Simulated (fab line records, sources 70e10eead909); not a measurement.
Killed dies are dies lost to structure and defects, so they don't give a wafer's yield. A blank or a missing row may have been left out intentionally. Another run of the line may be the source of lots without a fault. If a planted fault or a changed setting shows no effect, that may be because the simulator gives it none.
Which tool is to blame? | flow nand harc | Sampling: 24 lots, 72 wafers, 6 of 1302 route steps

== WHAT THE GAUGES READ, wafer by wafer ==
NHARC_P_BONDPAD_THK_MEAS_20: measures by xrf.
lot  | measured     | on            | thk nm (nm)
L074 | day 6 18:35  | film metro-01 | 162.4 161.1 159.6
L076 | day 7 08:52  | film metro-01 | 158.8 162.6 162.8
L075 | day 7 09:31  | film metro-01 | 162.0 159.8 161.6
L077 | day 7 20:34  | film metro-02 | 161.6 161.8 159.9
L078 | day 8 09:40  | film metro-02 | 159.5 158.1 159.6
L079 | day 8 20:27  | film metro-01 | 161.7 159.4 160.5
L080 | day 9 03:42  | film metro-01 | 162.1 161.0 162.4
L081 | day 9 19:15  | film metro-02 | 159.8 161.9 162.9
L082 | day 9 20:14  | film metro-02 | 159.4 157.9 158.9
L083 | day 10 09:53 | film metro-01 | 161.3 158.5 159.0
L084 | day 10 18:35 | film metro-02 | 163.5 158.9 161.6
L085 | day 11 08:22 | film metro-01 | 161.4 160.2 162.1
L086 | day 11 11:46 | film metro-01 | 162.1 163.4 162.4
L087 | day 12 00:56 | film metro-02 | 163.5 161.3 160.2
L089 | day 12 19:20 | film metro-02 | 161.2 161.0 159.0
L088 | day 13 01:02 | film metro-01 | 160.4 159.8 161.5
L090 | day 13 07:43 | film metro-01 | 161.2 158.4 162.0
L091 | day 13 23:04 | film metro-02 | 161.4 158.7 157.4
L092 | day 14 09:13 | film metro-01 | 161.0 157.5 159.6
L093 | day 14 14:25 | film metro-01 | 161.0 159.1 159.9
L094 | day 15 01:01 | film metro-01 | 160.3 161.8 162.3
L095 | day 15 07:05 | film metro-01 | 158.3 162.4 162.7
L097 | day 16 04:53 | film metro-02 | 159.5 160.9 161.7
L096 | day 17 06:32 | film metro-01 | 160.2 161.0 162.8

NHARC_A_START_INSPECT_01.
lot  | measured     | on                | raw defect count
L074 | day 6 19:17  | defect inspect-02 | 2 6 1
L076 | day 7 09:33  | defect inspect-02 | 4 2 4
L075 | day 7 10:11  | defect inspect-02 | 3 1 4
L077 | day 7 21:17  | defect inspect-01 | 4 1 4
L078 | day 8 10:20  | defect inspect-02 | 5 4 6
L079 | day 8 21:07  | defect inspect-02 | 5 1 5
L080 | day 9 04:23  | defect inspect-01 | 6 5 3
L081 | day 9 19:59  | defect inspect-01 | 3 7 4
L082 | day 9 20:55  | defect inspect-01 | 1 2 4
L083 | day 10 10:35 | defect inspect-02 | 1 6 5
L084 | day 10 19:17 | defect inspect-01 | 4 4 1
L085 | day 11 09:03 | defect inspect-01 | 9 5 6
L086 | day 11 12:28 | defect inspect-02 | 5 7 4
L087 | day 12 01:37 | defect inspect-01 | 5 4 1
L089 | day 12 20:02 | defect inspect-01 | 2 2 6
L088 | day 13 01:42 | defect inspect-02 | 4 1 1
L090 | day 13 10:52 | defect inspect-02 | 8 7 3
L091 | day 13 23:46 | defect inspect-02 | 4 4 4
L092 | day 14 09:56 | defect inspect-02 | 6 0 2
L093 | day 14 15:07 | defect inspect-02 | 0 4 3
L094 | day 15 01:41 | defect inspect-02 | 5 1 1
L095 | day 15 07:47 | defect inspect-02 | 6 4 5
L097 | day 16 05:34 | defect inspect-01 | 3 1 3
L096 | day 17 07:12 | defect inspect-02 | 4 2 2

NHARC_A_ONON_D1_THK_MEAS_18: measures by ellipsometry.
lot  | measured     | on            | thk nm (nm)
L074 | day 8 04:00  | film metro-01 | 1001 1001 1000
L076 | day 8 22:58  | film metro-01 | 996 996 994
L075 | day 8 22:59  | film metro-02 | 1009 1009 1009
L077 | day 9 07:41  | film metro-02 | 1022 1024 1024
L078 | day 9 21:52  | film metro-02 | 995 996 995
L079 | day 10 05:53 | film metro-01 | 1025 1025 1024
L080 | day 10 15:26 | film metro-02 | 1002 1003 1003
L081 | day 11 05:19 | film metro-02 | 1003 1002 1001
L082 | day 11 05:19 | film metro-02 | 1019 1017 1021
L083 | day 11 19:42 | film metro-02 | 1008 1009 1007
L084 | day 12 11:24 | film metro-01 | 996 997 995
L085 | day 12 21:38 | film metro-02 | 1023 1025 1024
L086 | day 12 21:38 | film metro-01 | 993 994 991
L087 | day 13 21:51 | film metro-02 | 991 990 990
L089 | day 14 05:07 | film metro-02 | 965 964 963
L088 | day 14 13:01 | film metro-02 | 1015 1014 1014
L090 | day 15 03:37 | film metro-01 | 1008 1006 1008
L091 | day 15 13:41 | film metro-02 | 1001 1002 1002
L092 | day 15 21:59 | film metro-02 | 989 990 988
L093 | day 15 22:01 | film metro-01 | 1011 1009 1010
L094 | day 16 10:20 | film metro-01 | 1017 1017 1016
L095 | day 16 19:29 | film metro-01 | 1006 1005 1007
L097 | day 17 14:24 | film metro-01 | 1005 1001 1003
L096 | day 18 18:29 | film metro-02 | 1015 1013 1013

== WHAT TOOL EACH LOT RAN ON (gives the tool, then ch and the chambers of the sampled wafers, and finally the start) ==
lot  | NHARC_P_M0_PRE_CLEAN_29                 | NHARC_P_BONDPAD_DEP_00                     | NHARC_P_BONDPAD_CMP_19
L074 | pvd sputter-02, day 6 14:55 or earlier  | pecvd-03 ch 0,2, day 6 14:55               | cmp-01 ch 0,1, day 6 18:18
L076 | pvd sputter-03, day 7 05:07 or earlier  | pecvd-01 ch 0,1, day 7 05:07               | cmp-01 ch 1,2,3, day 7 08:35
L075 | pvd sputter-02, day 7 05:55 or earlier  | pecvd-03 ch 1,2, day 7 05:55               | cmp-01 ch 0,2,3, day 7 09:16
L077 | pvd sputter-02, day 7 16:50 or earlier  | pecvd-03 ch 0,1, day 7 16:50               | cmp-01 ch 0,1,3, day 7 20:20
L078 | pvd sputter-02, day 8 05:50 or earlier  | pecvd-02 ch 1,2, day 8 05:50               | cmp-03 ch 1,2, day 8 09:22
L079 | pvd sputter-01, day 8 16:40 or earlier  | pecvd-02 ch 0,1,2, day 8 16:40             | cmp-02 ch 0,3, day 8 20:08
L080 | pvd sputter-01, day 8 23:57 or earlier  | pecvd-01 ch 0,1,2, day 8 23:57             | cmp-01 ch 0,2,3, day 9 03:23
L081 | pvd sputter-02, day 9 15:25 or earlier  | pecvd-01 ch 0,1, day 9 15:25               | cmp-03 ch 1,3, day 9 18:56
L082 | pvd sputter-01, day 9 16:24 or earlier  | pecvd-03 ch 0,1, day 9 16:24               | cmp-02 ch 1,3, day 9 19:56
L083 | pvd sputter-01, day 10 05:59 or earlier | pecvd-01 ch 2, day 10 05:59                | cmp-03 ch 0,2,3, day 10 09:38
L084 | pvd sputter-01, day 10 18:16 or earlier | pecvd-03 ch 0,1,2, day 10 18:16 or earlier | cmp-03 ch 0,1,3, day 10 18:16
L085 | pvd sputter-02, day 11 04:33 or earlier | pecvd-02 ch 1,2, day 11 04:33              | cmp-03 ch 0,1,3, day 11 08:02
L086 | pvd sputter-03, day 11 11:30 or earlier | pecvd-01 ch 0,1,2, day 11 11:30 or earlier | cmp-02 ch 1,2,3, day 11 11:30
L087 | pvd sputter-03, day 11 21:10 or earlier | pecvd-02 ch 0,1,2, day 11 21:10            | cmp-02 ch 1,2,3, day 12 00:38
L089 | pvd sputter-03, day 12 15:35 or earlier | pecvd-01 ch 0,1,2, day 12 15:35            | cmp-01 ch 1,3, day 12 19:02
L088 | pvd sputter-01, day 12 21:23 or earlier | pecvd-03 ch 0,1,2, day 12 21:23            | cmp-02 ch 0,1,2, day 13 00:43
L090 | pvd sputter-01, day 13 03:56 or earlier | pecvd-03 ch 1,2, day 13 03:56              | cmp-01 ch 0,1,3, day 13 07:28
L091 | pvd sputter-02, day 13 19:18 or earlier | pecvd-03 ch 0,2, day 13 19:18              | cmp-01 ch 1,2, day 13 22:45
L092 | pvd sputter-03, day 14 08:54 or earlier | pecvd-02 ch 0,1, day 14 08:54 or earlier   | cmp-02 ch 0,2,3, day 14 08:54
L093 | pvd sputter-02, day 14 10:43 or earlier | pecvd-03 ch 0,2, day 14 10:43              | cmp-03 ch 0,2, day 14 14:07
L094 | pvd sputter-02, day 14 21:20 or earlier | pecvd-01 ch 0,2, day 14 21:20              | cmp-02 ch 1,2, day 15 00:41
L095 | pvd sputter-02, day 15 02:58 or earlier | pecvd-03 ch 0,1,2, day 15 02:58            | cmp-02 ch 1,3, day 15 06:47
L097 | pvd sputter-01, day 16 01:06 or earlier | pecvd-01 ch 0,2, day 16 01:06              | cmp-02 ch 0,1,3, day 16 04:35
L096 | pvd sputter-03, day 17 06:13 or earlier | pecvd-01 ch 0,1, day 17 06:13 or earlier   | cmp-01 ch 0,2, day 17 06:13
- NHARC_P_M0_PRE_CLEAN_29: time 30 s.
- NHARC_P_BONDPAD_DEP_00: deposits SiCN, target thk 250 nm.
- NHARC_P_BONDPAD_CMP_19: polishes, t overpolish 30 s, cu recess touch 16 s, target thk 160.81 nm.

== WHAT THE TOOLS THEMSELVES READ (means of the sampled wafers that have a number; where no wafer has one, the mark that the record gives instead) ==
NHARC_P_M0_PRE_CLEAN_29.
lot  | tool           | heater power w (W)
L074 | pvd sputter-02 | 378
L076 | pvd sputter-03 | 417
L075 | pvd sputter-02 | 415
L077 | pvd sputter-02 | 448
L078 | pvd sputter-02 | 414
L079 | pvd sputter-01 | 414
L080 | pvd sputter-01 | 414
L081 | pvd sputter-02 | 415
L082 | pvd sputter-01 | 407
L083 | pvd sputter-01 | 430
L084 | pvd sputter-01 | 413
L085 | pvd sputter-02 | 416
L086 | pvd sputter-03 | 422
L087 | pvd sputter-03 | 411
L089 | pvd sputter-03 | 444
L088 | pvd sputter-01 | 411
L090 | pvd sputter-01 | 405
L091 | pvd sputter-02 | 417
L092 | pvd sputter-03 | 390
L093 | pvd sputter-02 | 441
L094 | pvd sputter-02 | 442
L095 | pvd sputter-02 | 442
L097 | pvd sputter-01 | 405
L096 | pvd sputter-03 | 405

NHARC_P_BONDPAD_DEP_00.
lot  | tool     | heater power outer w (W) | heater power w (W) | rf fwd power W (W)
L074 | pecvd-03 | 316                      | 601                | 448.6
L076 | pecvd-01 | 318                      | 532                | 448.8
L075 | pecvd-03 | 331                      | 616                | 448.8
L077 | pecvd-03 | 293                      | 558                | 449.3
L078 | pecvd-02 | 357                      | 626                | 449.3
L079 | pecvd-02 | 351                      | 612                | 449.8
L080 | pecvd-01 | 345                      | 581                | 450.0
L081 | pecvd-01 | 328                      | 549                | 448.1
L082 | pecvd-03 | 303                      | 589                | 449.0
L083 | pecvd-01 | 346                      | 581                | 449.0
L084 | pecvd-03 | 358                      | 653                | 450.1
L085 | pecvd-02 | 288                      | 513                | 450.8
L086 | pecvd-01 | 331                      | 552                | 450.0
L087 | pecvd-02 | 343                      | 610                | 449.6
L089 | pecvd-01 | 325                      | 533                | 449.4
L088 | pecvd-03 | 343                      | 636                | 449.1
L090 | pecvd-03 | 346                      | 644                | 448.7
L091 | pecvd-03 | 356                      | 662                | 446.8
L092 | pecvd-02 | 380                      | 687                | 447.9
L093 | pecvd-03 | 360                      | 669                | 450.4
L094 | pecvd-01 | 326                      | 543                | 449.5
L095 | pecvd-03 | 340                      | 638                | 448.8
L097 | pecvd-01 | 330                      | 534                | 449.3
L096 | pecvd-01 | 302                      | 511                | 450.9

NHARC_P_BONDPAD_CMP_19.
lot  | tool   | motor current A (A) | overpolish run s (s) | pad life wafers | slurry flow ml min
L074 | cmp-01 | 12.6                | 29.998               | 193             | 150.1
L076 | cmp-01 | 11.7                | 30.002               | 260             | 149.7
L075 | cmp-01 | 12.9                | 30.001               | 267             | 149.8
L077 | cmp-01 | 12.8                | 29.996               | 309             | 149.7
L078 | cmp-03 | 11.5                | 29.999               | 44              | 149.6
L079 | cmp-02 | 11.6                | 30.003               | 126             | 149.1
L080 | cmp-01 | 12.4                | 30.003               | 43              | 150.1
L081 | cmp-03 | 10.9                | 30.006               | 139             | 150.6
L082 | cmp-02 | 11.2                | 30.008               | 224             | 150.3
L083 | cmp-03 | 12.3                | 29.997               | 212             | 149.7
L084 | cmp-03 | 11.6                | 29.993               | 247             | 149.8
L085 | cmp-03 | 11.2                | 29.991               | 308             | 149.9
L086 | cmp-02 | 11.4                | 30.012               | 8               | 149.8
L087 | cmp-02 | 11.0                | 29.995               | 92              | 149.8
L089 | cmp-01 | 12.6                | 29.991               | 386             | 149.8
L088 | cmp-02 | 11.8                | 29.994               | 175             | 150.2
L090 | cmp-01 | 13.1                | 30.006               | 32              | 149.7
L091 | cmp-01 | 11.1                | 29.998               | 104             | 149.9
L092 | cmp-02 | 11.9                | 29.999               | 308             | 150.3
L093 | cmp-03 | 13.4                | 30.000               | 242             | 149.8
L094 | cmp-02 | 11.2                | 29.999               | 354             | 149.9
L095 | cmp-02 | 10.8                | 29.990               | 386             | 150.3
L097 | cmp-02 | 12.2                | 30.001               | 56              | 150.2
L096 | cmp-01 | 12.7                | 29.995               | 13              | 149.9

== THE ANSWER, worked out from the rows above alone ==
Rule: usual is defined by the lots themselves. The widest of any qualifying gaps counts: lots, ordered by their means at a reading, are off when they make up no more than a third of the lots, leave a main group of 4 or more, and stand apart from it by 3 or more times the standard deviation of that group's means. A main group whose means are all the same, to the digits that the tables above print for the reading, isn't used. Also off: a lot with no number at a reading for which 4 or more lots have one. Where the step has rows for the other lots, those lots are counted as sound. After the gauges, taken in route order, come the tools' own readings; for these a lot's mean is taken, as printed above. The first step at which some lot is off is used, and at that step the reading that is off furthest; a lot without a number counts as furthest.
No lot is off on any of the readings shown, so nothing can be concluded from this.

== WHAT THE SIMULATOR HAD PUT IN ==
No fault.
